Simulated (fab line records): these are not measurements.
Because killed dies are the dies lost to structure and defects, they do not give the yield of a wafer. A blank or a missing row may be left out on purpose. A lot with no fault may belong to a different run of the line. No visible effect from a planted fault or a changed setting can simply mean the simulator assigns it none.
Comparing a struck lot with a sound one :: flow nand-harc :: 14 steps out of a route of 1159
Sound: the wafers L262.1, L262.3, L262.6. Wafers struck: L265.2, L265.4, L265.6. At the end, the cause is stated.
Order at every step that has rows: each side's tool, ch and its chambers, its first start. Under that, the readings that differ: sound wafers :: struck wafers :: difference of the means :: sigmas: that difference in standard deviations of wafers without a fault.
alike: same words and numbers on both sides, and readings whose means sit less than 2 such deviations apart. not compared: any withheld reading, any reading some wafer has no value for, any bound like >300 that may hide the same value, and any number with overlapping values for which the record gives no deviation.
The two part at a step that has a row with sigmas, a row that says differs or no value, or rows on one side only. When numbers do not overlap yet have no deviation, they are printed without sigmas and do not part them. A reading missing from all wafers of one side parts the sides only when that side holds two or more wafers.

first, 3 steps without rows for these wafers: NHARC_P_M0_DESCUM_14 (chemistry O2, time 3 s); NHARC_P_M0_ETCH_34 (etches the open film in N2/H2, target depth 40 nm, overetch 12 nm, time 43.94 s); NHARC_P_M0_ETCH_15 (etches the open film in C4F8/Ar, target depth 150 nm, overetch 15 nm, time 82.5 s).
NHARC_P_M0_CD_MEAS_16:
  sound on cd-sem-03 at day 9 15:44; struck on cd-sem-01 at day 10 10:02
  alike: cd-nm
NHARC_P_M0_STRIP_18: strips in N2/H2.
  sound on rie-diel-07 ch 2,3, day 9 15:48; struck on rie-diel-07 ch 1,3, day 10 10:07
  alike: drypump-motor-current-A, oes-product-au, rf-vpp-V, showerhead-plenum-p-Torr, throttle-valve-pct
  not compared: rf-hours-counter-h
then, 1 step without rows for these wafers: NHARC_P_M0_STRIP_19 (strips in post etch residue remover, time 600 s).
NHARC_P_M0_DEGAS_28: time 60 s.
  sound on pvd-sputter-03 at day 9 16:20; struck on pvd-sputter-02 at day 10 10:40
  alike: heater-power-w
NHARC_P_M0_PRE_CLEAN_29: time 30 s.
  sound on pvd-sputter-03; struck on pvd-sputter-02
  alike: heater-power-w
then, 1 step without rows for these wafers: NHARC_P_M0_PVD_20 (deposits TaN, target thk 5 nm, time 8.06 s).
NHARC_P_M0_PVD_21: deposits Cu, target thk 30 nm, time 20.49 s.
  sound on pvd-sputter-03; struck on pvd-sputter-02
  alike: throttle-valve-pct
then, 1 step without rows for these wafers: NHARC_P_M0_ECD_22 (material Cu, target thk 400 nm).
NHARC_P_M0_ANNEAL_30: time 90 s.
  sound on rtp-anneal-02 ch 0, day 9 17:05; struck on rtp-anneal-01 ch 0, day 10 11:28
reading: wafer_temp_C_max
sound: 226.1 226.2 225.9
struck: 227.2 226.9 227.1
difference: +1.0
sigmas: +2
NHARC_P_M0_CMP_23: polishes, t overpolish 20 s, target thk 117.53 nm.
  sound on cmp-03 ch 1,2, day 9 17:26; struck on cmp-01 ch 1,3, day 10 11:47
  no value came back on the struck wafers for edge-zone-pressure-frac, motor-current-A (A), time-to-endpoint-s (s); on the sound wafers edge-zone-pressure-frac reads 0.998 1.005 1.005
NHARC_P_M0_THK_MEAS_24: measures by xrf.
  sound on film-metro-02 at day 9 17:45; struck on film-metro-02 at day 10 12:14
reading: thk-nm (nm)
sound: 117.3 117.2 118.0
struck: 397.2 397.8 394.3
difference: +278.9
sigmas: +99 or more
  not compared: hold

WHERE THEY PART
At NHARC_P_M0_ANNEAL_30 first; at NHARC_P_M0_THK_MEAS_24 last (within this record only).

WHY: what had been put in by the simulator
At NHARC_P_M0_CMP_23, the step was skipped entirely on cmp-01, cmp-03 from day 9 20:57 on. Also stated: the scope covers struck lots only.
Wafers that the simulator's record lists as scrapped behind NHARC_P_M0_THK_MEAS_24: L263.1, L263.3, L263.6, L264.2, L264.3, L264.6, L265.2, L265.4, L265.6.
